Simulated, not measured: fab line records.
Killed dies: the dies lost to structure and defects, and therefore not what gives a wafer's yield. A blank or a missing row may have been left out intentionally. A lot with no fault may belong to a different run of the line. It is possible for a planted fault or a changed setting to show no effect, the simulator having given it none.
Chamber matching	flow n5-finfet	N5_HKMG_FIN_ETCH_32 on rie-diel-02 has 4 sister chambers
The step etches SOC in N2/H2, target depth 240 nm, time 300 s. 4 wafers are shown with their chamber, then 8 later ones without.

## WAFERS WITH THEIR CHAMBER
wafer	chamber	drypump-motor-current-A (A)
L081.6	2	5.6
L088.2	0	6.1
L088.3	1	5.9
L092.2	3	6.5

## WAFERS WHOSE CHAMBER IS MISSING
wafer	drypump-motor-current-A (A)
L092.4	5.9
L092.6	5.6
L094.1	5.6
L094.2	6.2
L094.3	5.9
L096.2	6.1
L096.3	5.9
L096.5	5.9

## EACH ONE'S CHAMBER
wafer	from the rows above	in truth
L092.4	1	1
L092.6	2	2
L094.1	2	2
L094.2	0	0
L094.3	1	1
L096.2	0	0
L096.3	1	1
L096.5	1	1
8 of 8 placed correctly. Number that these rows cannot place: 0. Number placed wrongly: 0.
How it was worked out, from the rows above alone: a wafer's distance from a chamber is the root of the sum, over the readings, of the square of ((its reading less the chamber's mean) divided by the reading's scatter). If the next closest chamber is less than 2 further off than the closest, the wafer can't be placed; otherwise it belongs to the closest. For every chamber, the mean is computed from those of its wafers that are shown. The scatter (one wafer shown for each chamber): square how far every hidden wafer sits from the nearest shown wafer, average those squares and take the square root.
